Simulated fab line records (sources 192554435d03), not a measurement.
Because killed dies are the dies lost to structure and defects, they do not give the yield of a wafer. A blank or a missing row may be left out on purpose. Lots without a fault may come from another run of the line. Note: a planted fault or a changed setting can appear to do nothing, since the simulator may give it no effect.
Matching of chambers || flow n5 finfet || N5_FIN_SAQP_ETCH_67 on rie diel-03: 4 sister chambers
The step etches SiNx in CH3F/O2, target depth 30 nm. 4 wafers are shown with their chamber, then 8 later ones without.

## WAFERS WITH THEIR CHAMBER
{"wafer": "L087.4", "chamber": 2, "drypump motor current A (A)": 6.0}
{"wafer": "L090.5", "chamber": 1, "drypump motor current A (A)": 5.2}
{"wafer": "L090.6", "chamber": 0, "drypump motor current A (A)": 6.2}
{"wafer": "L092.2", "chamber": 3, "drypump motor current A (A)": 5.6}

## WAFERS WITHOUT THEIR CHAMBER
{"wafer": "L092.4", "drypump motor current A (A)": 6.0}
{"wafer": "L092.5", "drypump motor current A (A)": 6.0}
{"wafer": "L094.2", "drypump motor current A (A)": 6.3}
{"wafer": "L094.4", "drypump motor current A (A)": 5.6}
{"wafer": "L094.6", "drypump motor current A (A)": 5.2}
{"wafer": "L097.2", "drypump motor current A (A)": 6.3}
{"wafer": "L097.3", "drypump motor current A (A)": 5.6}
{"wafer": "L097.4", "drypump motor current A (A)": 5.2}

## CHAMBER TAKEN BY EACH
{"wafer": "L092.4", "from the rows above": 2, "in truth": 2}
{"wafer": "L092.5", "from the rows above": 2, "in truth": 2}
{"wafer": "L094.2", "from the rows above": 0, "in truth": 0}
{"wafer": "L094.4", "from the rows above": 3, "in truth": 3}
{"wafer": "L094.6", "from the rows above": 1, "in truth": 1}
{"wafer": "L097.2", "from the rows above": 0, "in truth": 0}
{"wafer": "L097.3", "from the rows above": 3, "in truth": 3}
{"wafer": "L097.4", "from the rows above": 1, "in truth": 1}
Placed correctly: 8 of 8. Number that these rows cannot place: 0. Number placed wrongly: 0.
How it was worked out, from the rows above alone: a wafer's distance from a chamber is the root of the sum, over the readings, of the square of ((its reading less the chamber's mean) divided by the reading's scatter). The wafer belongs to the nearest chamber; if the next one is less than 2 further off, it can't be placed. A chamber's mean is the mean of its shown wafers. The scatter: with one shown wafer a chamber, the root of the mean of the squares of how far each hidden wafer lies from its nearest shown one.
